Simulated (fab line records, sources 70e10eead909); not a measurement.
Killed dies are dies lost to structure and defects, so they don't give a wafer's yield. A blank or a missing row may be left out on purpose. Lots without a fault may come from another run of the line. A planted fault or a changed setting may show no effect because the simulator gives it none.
fab line records | flow nand_harc
record lots=24 wafers=72 last_day=25
route steps=1159 shown A_SLIT@799 A_WL_FILL@829 A_CONTACT@854
lots that met no fault: from a run of the same line without faults
start_h: hours from the record's first day to the start of the lot's first wafer shown | wait_h: hours since the lot's step before | " the same as in the row above | L1.1+2: a row that stands for several wafers | - no value, or no start given | * or withheld: withheld | < > ~ a bound
route shown NAME@n: a module of which the file shows steps, and the number in the route of the first | usual: mean/standard deviation of fault-free wafers | same: alike in all rows | chamber/n: place in a boat | sites: the reading at each site | _std_site: their standard deviation | _edge_site: outer sites' mean less inner sites' | radius_mm: how far each site lies from the wafer's centre | mask NAME#n: copy n | behind: the tool/chamber that last shaped the wafer | hold: why the lot was held/for how many hours/how that ended | device: the transistor (n, p or np) that didn't switch | end of line: the same wafers' tests at the end of the route | a step without rows: its recipe alone | killed: dies lost to structure and defects at the first sort, not the wafer's yield | map: a wafer's dies, x killed, . not, _ none there
set.NAME: the setting as run; set.NAME@STEP: as run at that earlier step | model.NAME: the simulator's own value behind a step, which no gauge read
steps of the route over a sample of lots; a table a step, a row a wafer
services: from which hour (start_h, from the record's first day; less than 0 if before it) a tool's chamber was out of use, for how many hours, and why
## steps
# step NHARC_A_SLIT_ETCH_29
# recipe target_depth_a=1000 overetch_a=100 time_s=55 ion_energy_ev=100 cf4_flow_sccm=80 o2_flow_sccm=20 ar_flow_sccm=0 rf_w=300 bias_w=100 chemistry=CF4/O2
# usual drypump_motor_current_A=5.8/0.34 oes_f_703_au=1.000/0.0045 oes_product_au=1.000/0.0098 rf_vpp_V=198.0/1.3 showerhead_plenum_p_Torr=1.35/0.06 throttle_valve_pct=13.398/0.0095
# columns lot.wafer tool chamber start_h wait_h drypump_motor_current_A oes_f_703_au oes_product_au rf_hours_counter_h rf_vpp_V showerhead_plenum_p_Torr throttle_valve_pct
L074.3 rie_diel-02 2 321.78 0.1 5.5 1.004 1.001 13 200.6 1.41 13.400
L074.1 " 0 " " 5.7 0.997 1.015 12 199.3 1.40 13.407
L074.6 " 2 " " 5.5 1.003 1.001 - 198.8 1.41 13.395
L075.3 rie_diel-02 3 323.46 0.1 5.5 0.998 0.989 13 196.6 1.31 13.394
L075.2 " 0 " " 5.6 0.996 1.004 12 197.9 1.40 13.407
L075.6 " 3 " " 5.6 1.010 0.996 - 198.0 1.31 13.399
L077.1 rie_diel-07 1 329.91 0.1 5.5 1.001 1.001 7 197.4 1.32 13.398
L077.5 " 3 " " 6.1 1.003 0.992 - 197.7 1.28 13.422
L077.6 " 0 " " 5.2 1.001 0.984 - 198.0 1.33 13.388
L076.1 rie_diel-09 3 330.61 0.1 6.0 0.996 1.006 4 198.9 1.36 13.394
L076.4 " 1 " " 6.1 0.997 0.998 3 198.9 1.42 13.389
L076.5 " 3 " " 6.0 1.009 1.019 - 197.4 1.36 13.382
L079.1 rie_diel-07 3 346.00 0.1 6.1 0.993 0.995 7 196.8 1.28 13.399
L079.4 " 0 " " 5.1 1.009 0.992 9 198.1 1.33 13.407
L079.6 " 1 " " 5.5 0.997 1.007 - 197.7 1.32 13.403
L078.1 rie_diel-02 2 346.42 0.1 5.5 0.998 1.001 0 200.5 1.41 13.403
L078.4 " 0 " " 5.6 0.999 1.007 0 199.2 1.40 13.409
L078.6 " 2 " " 5.5 0.996 1.005 - 198.6 1.41 13.380
L081.3 rie_diel-07 0 370.95 0.1 5.1 1.001 0.996 10 197.6 1.33 13.391
L081.4 " 1 " " 5.5 1.006 0.999 10 198.1 1.32 13.390
L081.1 " 3 " " 6.1 0.990 0.998 8 196.1 1.28 13.388
L080.2 rie_diel-02 0 371.42 0.1 5.6 1.005 1.009 1 199.2 1.40 13.395
L080.4 " 1 " " 5.9 1.000 1.011 2 197.4 1.24 13.390
L080.6 " 0 " " 5.6 1.002 1.013 - 198.9 1.40 13.404
L082.2 rie_diel-07 1 385.05 0.1 5.5 1.005 0.996 12 199.3 1.32 13.397
L082.1 " 3 " " 6.1 1.002 0.999 10 196.0 1.28 13.395
L082.4 " 3 " " 6.1 1.002 0.992 - 195.7 1.28 13.405
L084.3 rie_diel-09 0 385.07 0.1 6.2 0.996 1.004 6 200.1 1.40 13.396
L084.6 " 3 " " 6.0 1.000 1.017 - 197.9 1.36 13.408
L084.5 " 1 " " 6.1 0.997 1.005 - 200.2 1.42 13.395
L085.3 rie_diel-02 2 386.69 0.1 5.4 0.993 0.998 4 198.9 1.41 13.394
L085.4 " 0 " " 5.6 1.005 1.011 3 199.0 1.40 13.400
L085.5 " 1 " " 5.9 0.998 1.012 - 197.1 1.24 13.381
L083.3 rie_diel-09 1 386.98 0.1 6.1 0.995 1.000 7 198.9 1.42 13.413
L083.1 " 3 " " 6.0 0.985 1.018 8 199.3 1.36 13.394
L083.6 " 3 " " 6.0 0.994 1.022 - 198.3 1.36 13.396
L087.2 rie_diel-09 3 400.00 0.1 6.0 1.007 1.019 9 198.2 1.36 13.409
L087.1 " 0 " " 6.2 0.995 1.008 8 198.5 1.40 13.398
L087.6 " 2 " " 5.3 1.000 0.991 - 196.6 1.26 13.396
L089.2 rie_diel-09 0 409.41 0.1 6.2 1.001 0.999 9 199.6 1.40 13.395
L089.1 " 3 " " 6.0 1.004 1.017 10 197.1 1.36 13.390
L089.5 " 0 " " 6.2 0.998 0.990 - 199.9 1.41 13.392
L086.1 rie_diel-02 0 410.27 0.6 5.7 1.004 1.005 5 199.7 1.40 13.398
L086.4 " 2 " " 5.5 0.996 1.001 6 200.7 1.41 13.396
L086.6 " 0 " " 5.7 1.004 1.013 - 199.3 1.40 13.407
L088.3 rie_diel-09 1 411.09 0.1 6.1 1.000 1.008 9 199.6 1.42 13.405
L088.1 " 2 " " 5.2 1.000 0.992 9 197.1 1.26 13.406
L088.5 " 2 " " 5.3 0.994 0.985 - 194.6 1.26 13.427
L091.4 rie_diel-09 1 419.80 0.1 6.1 1.001 1.006 10 199.3 1.42 13.419
L091.3 " 2 " " 5.3 0.997 0.983 10 195.4 1.26 13.402
L091.1 " 3 " " 6.0 1.003 1.010 10 198.6 1.36 13.397
L092.1 rie_diel-07 1 421.47 0.1 5.5 0.999 0.991 1 197.7 1.32 13.392
L092.5 " 2 " " 6.4 1.001 0.990 - 199.1 1.37 13.386
L092.6 " 3 " " 6.1 0.999 1.003 - 196.3 1.27 13.379
L090.4 rie_diel-02 1 422.31 0.1 5.9 0.998 1.004 7 197.4 1.24 13.408
L090.2 " 3 " " 5.6 0.999 0.982 7 197.7 1.31 13.402
L090.1 " 0 " " 5.7 1.002 1.009 6 199.6 1.40 13.394
L093.1 rie_diel-02 1 438.48 0.1 5.9 1.001 1.015 8 195.9 1.24 13.385
L093.2 " 2 " " 5.5 0.995 0.997 8 199.8 1.41 13.408
L093.3 " 0 " " 5.7 1.010 1.008 7 198.0 1.39 13.389
L094.3 rie_diel-02 3 440.14 0.1 5.6 1.006 0.997 9 197.0 1.31 13.413
L094.6 " 2 " " 5.4 0.994 0.996 - 200.1 1.41 13.390
L094.4 " 0 " " 5.7 1.009 1.002 - 199.5 1.39 13.398
L096.2 rie_diel-02 3 447.67 0.1 5.6 1.002 0.991 10 197.6 1.31 13.411
L096.4 " 0 " " 5.7 0.995 1.006 - 197.3 1.39 13.394
L096.5 " 2 " " 5.4 1.005 0.996 - 198.7 1.41 13.398
L095.2 rie_diel-09 0 448.57 0.1 6.2 1.005 1.004 0 198.8 1.40 13.401
L095.1 " 2 " " 5.3 1.001 0.993 0 197.4 1.26 13.379
L095.6 " 1 " " 6.1 1.000 1.006 - 198.2 1.42 13.388
L097.3 rie_diel-07 3 470.08 0.1 6.1 1.002 1.008 5 196.3 1.27 13.403
L097.1 " 0 " " 5.2 1.003 0.994 4 197.9 1.33 13.396
L097.6 " 2 " " 6.4 1.005 0.996 - 198.7 1.37 13.412
# step NHARC_A_WL_FILL_ETCHBACK_26
# recipe target_depth_a=520 time_s=13.3 hbr_flow_sccm=150 rf_w=350 icp_w=350 bias_w=60 chemistry=HBr
# usual drypump_motor_current_A=5.7/0.4 oes_product_au=1.001/0.0091 throttle_valve_pct=23.266/0.009
# columns lot.wafer tool chamber start_h wait_h drypump_motor_current_A oes_product_au rf_hours_counter_h throttle_valve_pct
L075.3 rie_si-02 2 354.11 0.4 6.1 0.994 1.2 23.279
L075.2 " 0 " " 5.7 0.996 0.9 23.259
L075.6 " 2 " " 6.1 1.007 - 23.270
L074.3 rie_si-01 3 354.12 0.4 5.5 0.983 0.2 23.263
L074.1 " 0 " " 5.9 0.985 0.2 23.257
L074.6 " 2 " " 5.2 0.988 - 23.262
L077.1 rie_si-05 3 359.75 0.4 6.7 0.994 0.9 23.282
L077.6 " 2 " " 5.2 0.999 - 23.268
L077.5 " 3 " " 6.7 0.999 - 23.275
L076.1 rie_si-02 1 359.75 0.4 6.1 1.004 0.9 23.252
L076.4 " 2 " " 6.1 1.014 1.2 23.272
L076.5 " 0 " " 5.8 0.998 - 23.268
L078.4 rie_si-01 1 378.12 0.4 5.1 1.011 0.5 23.255
L078.1 " 0 " " 5.9 1.002 0.3 23.269
L078.6 " 1 " " 5.2 0.997 - 23.276
L079.4 rie_si-02 2 378.13 0.4 6.1 1.003 1.3 23.256
L079.1 " 3 " " 5.6 0.995 1.2 23.270
L079.6 " 1 " " 6.1 0.993 - 23.272
L081.4 rie_si-02 3 402.45 0.4 5.6 1.005 0.0 23.254
L081.1 " 0 " " 5.8 1.022 0.1 23.253
L081.3 " 1 " " 6.1 0.992 0.1 23.266
L080.2 rie_si-01 3 402.45 0.4 5.5 0.991 0.5 23.274
L080.4 " 1 " " 5.1 0.996 0.7 23.268
L080.6 " 3 " " 5.5 1.002 - 23.256
L085.4 rie_si-02 3 417.42 0.4 5.6 1.004 0.1 23.275
L085.3 " 0 " " 5.8 1.009 0.2 23.262
L085.5 " 2 " " 6.1 0.992 - 23.276
L082.4 rie_si-02 2 420.21 0.4 6.1 0.989 0.1 23.279
L082.1 " 3 " " 5.6 0.992 0.2 23.255
L082.2 " 0 " " 5.8 1.004 0.2 23.259
L084.3 rie_si-01 1 420.24 0.4 5.2 1.008 0.9 23.264
L084.6 " 2 " " 5.2 0.984 - 23.276
L084.5 " 3 " " 5.5 0.992 - 23.267
L083.1 rie_si-02 0 423.68 0.4 5.8 1.015 0.2 23.251
L083.3 " 2 " " 6.1 0.998 0.1 23.264
L083.6 " 3 " " 5.6 1.000 - 23.273
L087.1 rie_si-02 0 433.34 0.4 5.8 1.002 0.2 23.268
L087.2 " 1 " " 6.1 0.992 0.2 23.246
L087.6 " 3 " " 5.6 0.993 - 23.263
L089.1 rie_si-02 0 441.15 0.4 5.8 1.011 0.3 23.271
L089.2 " 3 " " 5.6 1.003 0.3 23.278
L089.5 " 0 " " 5.7 1.023 - 23.264
L086.4 rie_si-05 2 441.16 0.4 5.2 1.014 0.1 23.278
L086.1 " 3 " " 6.7 1.012 0.1 23.277
L086.6 " 2 " " 5.2 1.018 - 23.265
L088.1 rie_si-01 2 441.17 0.4 5.2 0.993 1.1 23.276
L088.3 " 3 " " 5.4 0.994 0.9 23.274
L088.5 " 2 " " 5.2 1.002 - 23.263
L090.1 rie_si-05 1 452.44 0.4 5.5 0.997 0.2 23.263
L090.2 " 2 " " 5.2 1.014 0.2 23.256
L090.4 " 3 " " 6.7 1.009 0.2 23.262
L091.1 rie_si-05 1 454.55 0.4 5.5 1.002 0.3 23.266
L091.3 " 3 " " 6.7 0.998 0.2 23.255
L091.4 " 0 " " 5.6 0.994 0.2 23.270
L092.1 rie_si-02 3 454.55 0.4 5.6 0.998 0.4 23.273
L092.5 " 3 " " 5.6 1.001 - 23.262
L092.6 " 0 " " 5.8 1.017 - 23.276
L093.3 rie_si-02 2 467.72 0.4 6.1 0.999 0.4 23.263
L093.2 " 3 " " 5.6 1.004 0.5 23.267
L093.1 " 1 " " 6.1 0.998 0.4 23.264
L094.4 rie_si-05 1 467.75 0.4 5.5 1.004 0.4 23.265
L094.3 " 2 " " 5.2 1.020 0.3 23.261
L094.6 " 0 " " 5.6 1.001 - 23.256
L096.2 rie_si-05 2 479.12 0.4 5.2 1.016 0.4 23.275
L096.4 " 0 " " 5.6 0.998 0.3 23.265
L096.5 " 3 " " 6.7 1.005 - 23.255
L095.1 rie_si-02 0 479.15 0.4 5.8 1.010 0.5 23.271
L095.2 " 1 " " 6.1 0.994 0.4 23.262
L095.6 " 3 " " 5.6 1.007 - 23.250
L097.3 rie_si-02 3 498.56 0.4 5.6 1.006 0.7 23.276
L097.1 " 1 " " 6.1 1.009 0.6 23.268
L097.6 " 0 " " 5.8 1.019 - 23.250
# step NHARC_A_WL_FILL_ALD_19
# recipe target_thk_a=20 pulse_time_s=3 ald_cycles=100 temp_c=450 material=TiN
# usual heater_power_w=1068/78 precursor_pulse_height_rel=1.000/0.019
# columns lot.wafer tool chamber start_h wait_h heater_power_w precursor_pulse_height_rel
L075.2 ald_metal-02 0 354.37 0.1 1098 1.035
L075.3 " 2 " " 1056 1.032
L075.6 " 1 " " 1152 1.002
L074.1 ald_metal-03 0 354.39 0.1 1006 0.966
L074.3 " 2 " " 955 1.001
L074.6 " 3 " " 976 1.019
L077.1 ald_metal-03 1 360.01 0.1 1027 1.027
L077.5 " 1 " " 1030 0.965
L077.6 " 2 " " 934 1.025
L076.4 ald_metal-02 0 360.01 0.1 1095 0.978
L076.1 " 2 " " 1061 0.967
L076.5 " 0 " " 1061 1.021
L079.1 ald_metal-01 0 378.39 0.1 1058 1.028
L079.4 " 3 " " 1032 1.007
L079.6 " 0 " " 1056 1.024
L078.1 ald_metal-03 0 378.41 0.1 989 1.020
L078.4 " 2 " " 985 1.013
L078.6 " 0 " " 1005 0.996
L081.1 ald_metal-02 3 402.71 0.1 1021 1.000
L081.3 " 0 " " 1073 1.023
L081.4 " 2 " " 1143 1.016
L080.4 ald_metal-03 2 402.73 0.1 975 1.017
L080.2 " 0 " " 999 0.980
L080.6 " 2 " " 964 0.977
L085.4 ald_metal-02 0 417.70 0.1 1050 0.997
L085.3 " 2 " " 1145 1.015
L085.5 " 3 " " 1029 0.976
L082.1 ald_metal-01 2 420.47 0.1 1136 0.978
L082.4 " 3 " " 1028 1.017
L082.2 " 1 " " 1238 1.002
L084.3 ald_metal-03 2 420.51 0.1 974 0.979
L084.6 " 0 " " 1034 0.999
L084.5 " 1 " " 1038 1.029
L083.1 ald_metal-02 2 423.94 0.1 1119 0.989
L083.3 " 0 " " 1060 0.985
L083.6 " 2 " " 1143 1.047
L087.1 ald_metal-01 1 433.62 0.1 1249 0.977
L087.2 " 2 " " 1131 1.007
L087.6 " 1 " " 1238 0.995
L086.4 ald_metal-02 1 441.44 0.1 1169 1.018
L086.1 " 2 " " 1135 1.018
L086.6 " 1 " " 1135 1.013
L089.1 ald_metal-03 2 441.44 0.1 955 0.999
L089.2 " 3 " " 994 1.029
L089.5 " 2 " " 965 1.004
L088.3 ald_metal-01 1 441.44 0.1 1292 1.049
L088.1 " 3 " " 1023 0.970
L088.5 " 1 " " 1264 1.012
L090.1 ald_metal-02 0 452.71 0.1 1066 1.022
L090.4 " 2 " " 1134 1.018
L090.2 " 3 " " 1022 1.014
L091.1 ald_metal-03 1 454.81 0.1 1059 1.009
L091.3 " 3 " " 963 1.004
L091.4 " 0 " " 997 0.978
L092.1 ald_metal-02 1 454.85 0.1 1146 0.989
L092.5 " 3 " " 1033 0.987
L092.6 " 0 " " 1086 1.021
L093.2 ald_metal-02 3 467.99 0.1 1039 0.996
L093.1 " 0 " " 1059 0.995
L093.3 " 1 " " 1134 1.016
L094.4 ald_metal-03 2 468.03 0.1 966 1.007
L094.3 " 3 " " 974 1.023
L094.6 " 0 " " 1012 1.014
L096.4 ald_metal-02 2 479.39 0.1 1111 1.006
L096.2 " 1 " " 1125 0.992
L096.5 " 2 " " 1177 0.984
L095.2 ald_metal-01 1 479.39 0.1 1320 1.023
L095.1 " 3 " " 1037 1.053
L095.6 " 1 " " 1305 1.004
L097.3 ald_metal-02 2 498.83 0.1 1138 0.991
L097.1 " 1 " " 1154 1.009
L097.6 " 2 " " 1139 0.996
# step NHARC_A_CONTACT_CD_MEAS_42
# recipe target_cd_nm=200 landing_energy_ev=500
# usual cd_nm=199.7/0.45
# columns lot.wafer tool chamber start_h wait_h cd_nm
L075.2 cd_sem-01 0 365.43 - 199.5
L075.3 " 0 " " 199.4
L075.6 " 0 " " 200.1
L074.1 cd_sem-02 0 366.52 - 200.5
L074.3 " 0 " " 199.8
L074.6 " 0 " " 199.6
L077.1 cd_sem-01 0 371.47 - 199.6
L077.5 " 0 " " 200.0
L077.6 " 0 " " 199.9
L076.1 cd_sem-01 0 371.82 - 200.4
L076.4 " 0 " " 199.4
L076.5 " 0 " " 199.7
L079.1 cd_sem-03 0 388.17 - 200.4
L079.4 " 0 " " 200.4
L079.6 " 0 " " 200.5
L078.1 cd_sem-03 0 388.45 - 199.2
L078.4 " 0 " " 199.7
L078.6 " 0 " " 199.3
L081.1 cd_sem-02 0 412.76 - 199.0
L081.3 " 0 " " 198.8
L081.4 " 0 " " 199.2
L080.2 cd_sem-03 0 414.24 - 199.8
L080.4 " 0 " " 199.5
L080.6 " 0 " " 200.3
L085.3 cd_sem-02 0 427.39 - 199.9
L085.4 " 0 " " 199.0
L085.5 " 0 " " 199.8
L084.3 cd_sem-01 0 433.31 - 199.6
L084.5 " 0 " " 199.8
L084.6 " 0 " " 199.3
L082.1 cd_sem-03 0 434.18 - 199.7
L082.2 " 0 " " 200.1
L082.4 " 0 " " 199.8
L083.1 cd_sem-02 0 439.23 - 199.9
L083.3 " 0 " " 199.5
L083.6 " 0 " " 199.7
L087.1 cd_sem-01 0 446.49 - 199.3
L087.2 " 0 " " 199.4
L087.6 " 0 " " 199.5
L086.1 cd_sem-01 0 451.82 - 199.0
L086.4 " 0 " " 198.8
L086.6 " 0 " " 199.4
L089.1 cd_sem-01 0 452.26 - 200.0
L089.2 " 0 " " 200.0
L089.5 " 0 " " 200.3
L088.1 cd_sem-01 0 454.88 - 200.3
L088.3 " 0 " " 199.6
L088.5 " 0 " " 199.7
L090.1 cd_sem-01 0 462.15 - 199.0
L090.2 " 0 " " 199.3
L090.4 " 0 " " 199.5
L092.1 cd_sem-02 0 464.90 - 200.4
L092.5 " 0 " " 199.9
L092.6 " 0 " " 199.0
L091.1 cd_sem-02 0 466.28 - 200.3
L091.3 " 0 " " 199.5
L091.4 " 0 " " 200.5
L094.3 cd_sem-01 0 477.62 - 199.2
L094.4 " 0 " " 199.9
L094.6 " 0 " " 199.4
L093.1 cd_sem-01 0 483.02 - 199.4
L093.2 " 0 " " 199.4
L093.3 " 0 " " 199.7
L096.2 cd_sem-03 0 496.82 - 199.6
L096.4 " 0 " " 199.6
L096.5 " 0 " " 200.0
L095.1 cd_sem-03 0 498.97 - 199.0
L095.2 " 0 " " 199.8
L095.6 " 0 " " 199.8
L097.1 cd_sem-03 0 509.70 - 199.0
L097.3 " 0 " " 199.6
L097.6 " 0 " " 199.4
# step NHARC_A_CONTACT_ETCH_116
# recipe source_w=withheld pressure_mtorr=20 bias_v=3000 time_s=94 target_depth_a=9220 ar_flow_sccm=withheld c4f8_flow_sccm=withheld o2_flow_sccm=withheld chemistry=C4F8/O2/Ar
# columns lot.wafer tool chamber start_h wait_h rf_hours_counter_h
L075.2 har_cap_etch-03 0 367.43 0.1 88
L075.3 " 1 " " -
L075.6 " 0 " " -
L074.1 har_cap_etch-02 0 368.55 0.1 8
L074.3 " 0 " " -
L074.6 " 0 " " -
L077.1 har_cap_etch-02 1 373.51 0.1 9
L077.6 " 0 " " -
L077.5 " 1 " " -
L076.1 har_cap_etch-01 1 374.00 0.1 47
L076.4 " 0 " " -
L076.5 " 0 " " -
L079.1 har_cap_etch-01 1 390.25 0.1 51
L079.4 " 1 " " -
L079.6 " 1 " " -
L078.1 har_cap_etch-03 0 390.71 0.1 94
L078.4 " 1 " " -
L078.6 " 1 " " -
L081.1 har_cap_etch-01 1 414.78 0.1 54
L081.4 " 0 " " -
L081.3 " 1 " " -
L080.2 har_cap_etch-03 0 416.23 0.1 96
L080.4 " 1 " " -
L080.6 " 1 " " -
L085.3 har_cap_etch-03 1 429.44 0.1 -
L085.4 " 0 " " -
L085.5 " 0 " " -
L084.3 har_cap_etch-03 0 435.55 0.1 -
L084.5 " 0 " " -
L084.6 " 1 " " -
L082.2 har_cap_etch-02 0 436.23 0.1 18
L082.1 " 1 " " 18
L082.4 " 1 " " -
L083.1 har_cap_etch-03 1 441.45 0.1 99
L083.3 " 0 " " -
L083.6 " 0 " " -
L087.1 har_cap_etch-02 1 448.74 0.1 21
L087.2 " 0 " " 21
L087.6 " 0 " " -
L086.1 har_cap_etch-02 1 454.08 0.1 23
L086.4 " 1 " " -
L086.6 " 1 " " -
L089.1 har_cap_etch-03 1 454.94 0.1 102
L089.2 " 0 " " 102
L089.5 " 0 " " -
L088.1 har_cap_etch-02 0 457.13 0.1 24
L088.3 " 1 " " -
L088.5 " 1 " " -
L090.2 har_cap_etch-03 1 464.42 0.1 104
L090.1 " 0 " " 104
L090.4 " 1 " " -
L092.1 har_cap_etch-02 1 467.12 0.1 26
L092.5 " 1 " " -
L092.6 " 0 " " -
L091.1 har_cap_etch-03 1 468.69 0.1 106
L091.3 " 0 " " -
L091.4 " 1 " " -
L094.3 har_cap_etch-03 0 479.66 0.1 -
L094.4 " 1 " " -
L094.6 " 0 " " -
L093.1 har_cap_etch-03 0 485.04 0.1 109
L093.2 " 1 " " 109
L093.3 " 1 " " -
L096.2 har_cap_etch-02 1 498.96 0.1 32
L096.4 " 1 " " -
L096.5 " 0 " " -
L095.2 har_cap_etch-03 0 501.05 0.1 111
L095.1 " 1 " " 111
L095.6 " 1 " " -
L097.1 har_cap_etch-01 1 511.75 0.1 73
L097.3 " 1 " " -
L097.6 " 1 " " -
# step NHARC_A_CONTACT_ETCH_121
# recipe source_w=withheld pressure_mtorr=20 bias_v=3000 time_s=94 target_depth_a=9220 ar_flow_sccm=withheld c4f8_flow_sccm=withheld o2_flow_sccm=withheld chemistry=C4F8/O2/Ar
# columns lot.wafer tool chamber start_h wait_h rf_hours_counter_h
L075.2 har_cap_etch-03 0 367.89 0.1 88
L075.3 " 1 " " -
L075.6 " 0 " " -
L074.1 har_cap_etch-02 0 369.00 0.1 9
L074.3 " 0 " " -
L074.6 " 0 " " -
L077.1 har_cap_etch-02 1 373.96 0.1 10
L077.6 " 0 " " -
L077.5 " 1 " " -
L076.1 har_cap_etch-01 1 374.45 0.1 47
L076.4 " 0 " " -
L076.5 " 0 " " -
L079.1 har_cap_etch-01 1 390.70 0.1 52
L079.4 " 1 " " -
L079.6 " 1 " " -
L078.1 har_cap_etch-03 0 391.16 0.1 94
L078.4 " 1 " " -
L078.6 " 1 " " -
L081.1 har_cap_etch-01 1 415.23 0.1 54
L081.4 " 0 " " -
L081.3 " 1 " " -
L080.2 har_cap_etch-03 0 416.69 0.1 96
L080.4 " 1 " " -
L080.6 " 1 " " -
L085.3 har_cap_etch-03 1 429.89 0.1 -
L085.4 " 0 " " -
L085.5 " 0 " " -
L084.3 har_cap_etch-03 0 436.16 0.1 -
L084.5 " 0 " " -
L084.6 " 1 " " -
L082.2 har_cap_etch-02 0 436.68 0.1 19
L082.1 " 1 " " 19
L082.4 " 1 " " -
L083.1 har_cap_etch-03 1 442.06 0.1 100
L083.3 " 0 " " -
L083.6 " 0 " " -
L087.1 har_cap_etch-02 1 449.20 0.1 21
L087.2 " 0 " " 21
L087.6 " 0 " " -
L086.1 har_cap_etch-02 1 454.53 0.1 23
L086.4 " 1 " " -
L086.6 " 1 " " -
L089.1 har_cap_etch-03 1 455.67 0.1 102
L089.2 " 0 " " 102
L089.5 " 0 " " -
L088.1 har_cap_etch-02 0 457.58 0.1 24
L088.3 " 1 " " -
L088.5 " 1 " " -
L090.2 har_cap_etch-03 1 465.03 0.1 105
L090.1 " 0 " " 105
L090.4 " 1 " " -
L092.1 har_cap_etch-02 1 467.57 0.1 27
L092.5 " 1 " " -
L092.6 " 0 " " -
L091.1 har_cap_etch-03 1 469.30 0.1 106
L091.3 " 0 " " -
L091.4 " 1 " " -
L094.3 har_cap_etch-03 0 480.11 0.1 -
L094.4 " 1 " " -
L094.6 " 0 " " -
L093.1 har_cap_etch-03 0 485.49 0.1 110
L093.2 " 1 " " 110
L093.3 " 1 " " -
L096.2 har_cap_etch-02 1 499.41 0.1 32
L096.4 " 1 " " -
L096.5 " 0 " " -
L095.2 har_cap_etch-03 0 501.50 0.1 112
L095.1 " 1 " " 112
L095.6 " 1 " " -
L097.1 har_cap_etch-01 1 512.20 0.1 73
L097.3 " 1 " " -
L097.6 " 1 " " -
## services
# columns tool chamber start_h hours kind
har_cap_etch-02 - 306.51 17.0 pm
har_cap_etch-01 - 316.10 0.5 repair
rie_si-05 3 319.21 5.8 repair
ald_metal-03 - 322.00 10.0 pm
rie_diel-02 - 327.70 9.0 pm
ald_metal-03 1 337.63 17.4 repair
rie_diel-02 0 350.89 9.2 repair
ald_metal-03 2 351.28 1.8 repair
rie_si-05 3 359.98 3.4 repair
ald_metal-02 - 364.00 10.0 pm
rie_si-02 3 369.35 7.5 repair
rie_diel-09 2 383.44 5.8 repair
rie_si-02 - 388.00 9.0 pm
rie_diel-02 2 414.96 5.8 repair
rie_diel-09 - 431.10 9.0 pm
rie_diel-02 1 439.05 15.5 repair
rie_si-02 1 455.68 3.3 repair
rie_si-02 2 458.96 2.3 repair
ald_metal-02 - 463.01 1.5 repair
rie_diel-02 - 488.77 12.6 repair
ald_metal-02 3 499.59 21.3 repair
ald_metal-03 - 500.00 10.0 pm
rie_diel-02 - 504.70 9.0 pm
rie_si-02 0 506.95 13.7 repair
## key
fault none
